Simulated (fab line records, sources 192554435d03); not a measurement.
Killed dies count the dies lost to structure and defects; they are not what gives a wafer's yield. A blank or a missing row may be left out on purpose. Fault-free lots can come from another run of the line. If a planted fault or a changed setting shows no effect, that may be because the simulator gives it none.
Matching of chambers | flow n5 finfet | ald sin-03 running N5_BEOL_M0_SAQP_SPACER1_ALD_98: 4 sister chambers
The step deposits SiO2, target thk 12.8 nm, pulse time 1 s, purge time 2 s. 8 wafers are shown with their chamber, then 10 later ones without.

EACH WAFER AND ITS CHAMBER
wafer  | chamber | heater power outer w (W) | heater power w (W)
L082.2 | 3       | 211                      | 413
L083.4 | 2       | 223                      | 429
L083.6 | 2       | 222                      | 435
L089.1 | 1       | 270                      | 453
L089.4 | 0       | 261                      | 484
L089.6 | 0       | 254                      | 484
L090.2 | 1       | 269                      | 472
L090.3 | 3       | 207                      | 416

WAFERS MISSING THEIR CHAMBER
wafer  | heater power outer w (W) | heater power w (W)
L090.4 | 261                      | 476
L091.4 | 262                      | 494
L091.5 | 225                      | 432
L091.6 | 267                      | 464
L093.2 | 217                      | 427
L093.4 | 216                      | 413
L093.5 | 262                      | 487
L097.3 | 263                      | 480
L097.4 | 273                      | 470
L097.5 | 210                      | 415

WHICH CHAMBER EACH ONE RAN IN
wafer  | from the rows above     | in truth
L090.4 | can't be placed: 0 or 1 | 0
L091.4 | 0                       | 0
L091.5 | 2                       | 2
L091.6 | 1                       | 1
L093.2 | can't be placed: 2 or 3 | 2
L093.4 | can't be placed: 3 or 2 | 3
L093.5 | 0                       | 0
L097.3 | can't be placed: 0 or 1 | 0
L097.4 | 1                       | 1
L097.5 | 3                       | 3
6 of 10 placed correctly. From these rows, 4 cannot be placed; in 4 the true chamber is one of the candidates. Number placed wrongly: 0.
How it was worked out, from the rows above alone: a wafer's distance from a chamber is the root of the sum, over the readings, of the square of ((its reading less the chamber's mean) divided by the reading's scatter). If the next closest chamber is less than 2 further off than the closest, the wafer can't be placed; otherwise it belongs to the closest. For every chamber, the mean is computed from those of its wafers that are shown. The scatter is the square root of a quotient: the sum, over the shown wafers, of each reading's squared deviation from its chamber's mean, divided by wafers minus chambers.
